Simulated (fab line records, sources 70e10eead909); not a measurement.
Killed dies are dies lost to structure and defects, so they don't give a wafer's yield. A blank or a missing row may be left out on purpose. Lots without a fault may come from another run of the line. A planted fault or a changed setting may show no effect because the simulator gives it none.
Which tool did it? | flow nand_harc | 12 lots, 34 wafers sampled, at 6 steps of a route of 1159

WHAT THE GAUGES READ, wafer by wafer
NHARC_END_SORT_01.
lot  | measured     | on        | killed_at_array | killed_at_other | killed_at_periphery | killed_dies | killed_open | killed_short
L302 | day 26 13:32 | prober-01 | 120             | 0               | 3                   | 123         | 4           | 5

WHICH TOOL RAN EACH LOT (tool, then ch and the chambers of the sampled wafers, then the start)
lot  | NHARC_A_CHANNEL_FILL_D1_STRIP_29   | NHARC_A_STAIRCASE_ALD_420        | NHARC_A_STAIRCASE_ETCH_444         | NHARC_A_STAIRCASE_STRIP_446          | NHARC_A_SGD_CUT_DESCUM_14
L284 | rie_diel-02 ch 0,1,2, day 10 13:05 | ald_hk-01 ch 0,1,2, day 12 05:14 | rie_diel-11 ch 1,2, day 13 16:55   | plasma_asher-01 ch 0,1, day 13 19:23 | rie_diel-08 ch 0,1,3, day 14 00:50
L285 | rie_diel-03 ch 0,1,3, day 10 20:22 | ald_hk-04 ch 0,1,3, day 12 14:44 | rie_diel-12 ch 0,2,3, day 13 21:14 | plasma_asher-02 ch 0,1, day 13 23:22 | rie_diel-08 ch 1,3, day 14 02:48
L288 | rie_diel-02 ch 0,2, day 11 08:50   | ald_hk-04 ch 0,1,2, day 13 01:29 | rie_diel-07 ch 1,3, day 14 10:01   | plasma_asher-02 ch 0,1, day 14 12:04 | rie_diel-04 ch 1,3, day 14 15:38
L287 | rie_diel-13 ch 0,3, day 11 08:59   | ald_hk-01 ch 0,1, day 13 00:55   | rie_diel-11 ch 1,2, day 14 10:31   | plasma_asher-02 ch 0,1, day 14 13:20 | rie_diel-01 ch 2,3, day 14 16:55
L289 | rie_diel-02 ch 0,1,3, day 11 13:22 | ald_hk-02 ch 1,2,3, day 13 05:53 | rie_diel-11 ch 0,2,3, day 14 15:02 | plasma_asher-01 ch 0,1, day 14 17:03 | rie_diel-08 ch 1,2,3, day 14 20:40
L290 | rie_diel-03 ch 1,2,3, day 12 04:54 | ald_hk-04 ch 0,3, day 14 09:56   | rie_diel-12 ch 0,1, day 15 22:20   | plasma_asher-01 ch 0,1, day 16 00:56 | rie_diel-01 ch 0,3, day 16 04:35
L292 | rie_diel-02 ch 0,3, day 12 05:00   | ald_hk-04 ch 1,2,3, day 14 03:54 | rie_diel-07 ch 0,1, day 15 15:29   | plasma_asher-01 ch 0,1, day 15 17:40 | rie_diel-01 ch 1,2, day 15 21:10
L294 | rie_diel-02 ch 1,2,3, day 13 02:47 | ald_hk-04 ch 1,2, day 15 01:59   | rie_diel-07 ch 0,1,3, day 16 07:52 | plasma_asher-01 ch 0, day 16 09:55   | rie_diel-08 ch 0,1,3, day 16 13:29
L302 | rie_diel-13 ch 1, day 15 11:34     | ald_hk-02 ch 1, day 17 05:33     | rie_diel-11 ch 3, day 18 20:34     | plasma_asher-01 ch 0, day 18 21:54   | rie_diel-01 ch 2, day 19 05:43
L303 | rie_diel-03 ch 0,1,2, day 15 13:58 | ald_hk-02 ch 0,1,2, day 17 09:47 | rie_diel-12 ch 1,2, day 19 06:08   | plasma_asher-02 ch 0,1, day 19 08:32 | rie_diel-08 ch 2,3, day 19 12:02
L306 | rie_diel-03 ch 0,2,3, day 15 22:02 | ald_hk-01 ch 1,2,3, day 17 17:16 | rie_diel-12 ch 0,1, day 19 14:40   | plasma_asher-02 ch 0,1, day 19 16:50 | rie_diel-08 ch 0,3, day 19 20:11
L307 | rie_diel-03 ch 0,2,3, day 16 20:10 | ald_hk-01 ch 1,2,3, day 18 14:47 | rie_diel-11 ch 0,1,3, day 20 03:33 | plasma_asher-01 ch 0,1, day 20 06:16 | rie_diel-08 ch 0,1,3, day 20 09:52
- NHARC_A_CHANNEL_FILL_D1_STRIP_29: strips in O2, time 20 s.
- NHARC_A_STAIRCASE_ALD_420: deposits SiO2, target thk 20 nm, pulse time 6 s, ald cycles 200.
- NHARC_A_STAIRCASE_ETCH_444: etches the open film in C4F8/O2, target depth 10200 nm, time 3400 s.
- NHARC_A_STAIRCASE_STRIP_446: strips in O2.
- NHARC_A_SGD_CUT_DESCUM_14: chemistry O2, time 3 s.

WHAT THE TOOLS THEMSELVES READ (means of the sampled wafers that have a number; where no wafer has one, the mark that the record gives instead)
NHARC_A_CHANNEL_FILL_D1_STRIP_29.
lot  | tool        | drypump_motor_current_A (A) | oes_product_au (a.u.) | rf_vpp_V (V) | showerhead_plenum_p_Torr (Torr) | throttle_valve_pct (%)
L284 | rie_diel-02 | 5.8                         | 0.988                 | 57.6         | 3.51                            | 17.029
L285 | rie_diel-03 | 5.8                         | 1.010                 | 58.7         | 3.60                            | 17.040
L288 | rie_diel-02 | 5.6                         | 1.002                 | 58.2         | 3.55                            | 17.040
L287 | rie_diel-13 | 5.8                         | 0.985                 | 58.7         | 3.58                            | 17.041
L289 | rie_diel-02 | 6.0                         | 0.998                 | 57.8         | 3.46                            | 17.045
L290 | rie_diel-03 | 5.7                         | 1.002                 | 58.1         | 3.54                            | 17.034
L292 | rie_diel-02 | 5.9                         | 0.986                 | 56.8         | 3.42                            | 17.037
L294 | rie_diel-02 | 5.9                         | 0.994                 | 57.1         | 3.42                            | 17.039
L302 | rie_diel-13 | 5.3                         | 0.986                 | 57.9         | 3.59                            | 17.018
L303 | rie_diel-03 | 5.9                         | 1.004                 | 57.7         | 3.52                            | 17.038
L306 | rie_diel-03 | 5.9                         | 1.001                 | 57.7         | 3.47                            | 17.034
L307 | rie_diel-03 | 5.9                         | 1.007                 | 58.3         | 3.47                            | 17.035

NHARC_A_STAIRCASE_ALD_420.
lot  | tool      | heater_power_w (W) | precursor_pulse_height_rel
L284 | ald_hk-01 | 454                | 1.005
L285 | ald_hk-04 | 463                | 1.008
L288 | ald_hk-04 | 476                | 0.993
L287 | ald_hk-01 | 455                | 0.989
L289 | ald_hk-02 | 457                | 0.996
L290 | ald_hk-04 | 426                | 1.019
L292 | ald_hk-04 | 526                | 1.006
L294 | ald_hk-04 | 512                | 0.991
L302 | ald_hk-02 | 511                | 0.996
L303 | ald_hk-02 | 495                | 0.998
L306 | ald_hk-01 | 477                | 0.993
L307 | ald_hk-01 | 474                | 1.007

NHARC_A_STAIRCASE_ETCH_444.
lot  | tool        | oes_product_au (a.u.) | rf_vpp_V (V)
L284 | rie_diel-11 | 0.937                 | 808
L285 | rie_diel-12 | 0.925                 | 809
L288 | rie_diel-07 | 0.934                 | 808
L287 | rie_diel-11 | 0.922                 | 808
L289 | rie_diel-11 | 0.932                 | 805
L290 | rie_diel-12 | 0.938                 | 807
L292 | rie_diel-07 | 0.926                 | 804
L294 | rie_diel-07 | 0.934                 | 807
L302 | rie_diel-11 | 0.937                 | 810
L303 | rie_diel-12 | 0.936                 | 811
L306 | rie_diel-12 | 0.945                 | 808
L307 | rie_diel-11 | 0.926                 | 809

NHARC_A_STAIRCASE_STRIP_446.
lot  | tool            | drypump_motor_current_A (A) | heater_power_w (W)
L284 | plasma_asher-01 | 5.7                         | 333
L285 | plasma_asher-02 | 6.2                         | 299
L288 | plasma_asher-02 | 6.2                         | 271
L287 | plasma_asher-02 | 6.2                         | 274
L289 | plasma_asher-01 | 5.7                         | 333
L290 | plasma_asher-01 | 5.5                         | 331
L292 | plasma_asher-01 | 5.5                         | 332
L294 | plasma_asher-01 | 5.3                         | 326
L302 | plasma_asher-01 | 5.3                         | 333
L303 | plasma_asher-02 | 6.2                         | 300
L306 | plasma_asher-02 | 6.2                         | 300
L307 | plasma_asher-01 | 5.8                         | 350

NHARC_A_SGD_CUT_DESCUM_14.
lot  | tool        | drypump_motor_current_A (A) | oes_product_au (a.u.) | rf_vpp_V (V) | showerhead_plenum_p_Torr (Torr) | throttle_valve_pct (%)
L284 | rie_diel-08 | 5.7                         | 0.992                 | 57.3         | 1.89                            | 11.319
L285 | rie_diel-08 | 5.5                         | 0.986                 | 58.2         | 1.87                            | 11.323
L288 | rie_diel-04 | 6.0                         | 0.998                 | 58.2         | 1.93                            | 11.321
L287 | rie_diel-01 | 5.7                         | 1.003                 | 58.5         | 1.98                            | 11.313
L289 | rie_diel-08 | 5.7                         | 0.987                 | 58.0         | 1.91                            | 11.319
L290 | rie_diel-01 | 5.2                         | 1.009                 | 57.8         | 1.90                            | 11.314
L292 | rie_diel-01 | 5.4                         | 0.997                 | 58.8         | 1.90                            | 11.306
L294 | rie_diel-08 | 5.7                         | 0.999                 | 57.6         | 1.89                            | 11.305
L302 | rie_diel-01 | 5.7                         | 0.987                 | 59.5         | 2.04                            | 11.302
L303 | rie_diel-08 | 5.6                         | 0.992                 | 57.4         | 1.82                            | 11.316
L306 | rie_diel-08 | 5.7                         | 0.988                 | 57.0         | 1.82                            | 11.317
L307 | rie_diel-08 | 5.7                         | 1.001                 | 58.3         | 1.89                            | 11.319

THE ANSWER, worked out from the rows above alone
Rule: what is usual is taken from the lots themselves. Put in order of their means at a reading, lots are off if they are a third of the lots or fewer, leave a main group of 4 or more, and stand apart from it by a gap of 3 or more times the standard deviation of the main group's means; of several such gaps the widest counts. A main group whose means are all the same, to the digits that the tables above print for the reading, isn't used. A lot without any number at a reading at which 4 lots or more have one is off too. The other lots that the step has rows for count as sound. The gauges are gone through in route order, then the tools' own readings, and for those a lot's mean is taken as printed above. The first step at which some lot is off is used, and at that step the reading that is off furthest; a lot without a number counts as furthest.
No lot is off at any reading shown: from this, nothing can be told.

WHAT THE SIMULATOR HAD PUT IN
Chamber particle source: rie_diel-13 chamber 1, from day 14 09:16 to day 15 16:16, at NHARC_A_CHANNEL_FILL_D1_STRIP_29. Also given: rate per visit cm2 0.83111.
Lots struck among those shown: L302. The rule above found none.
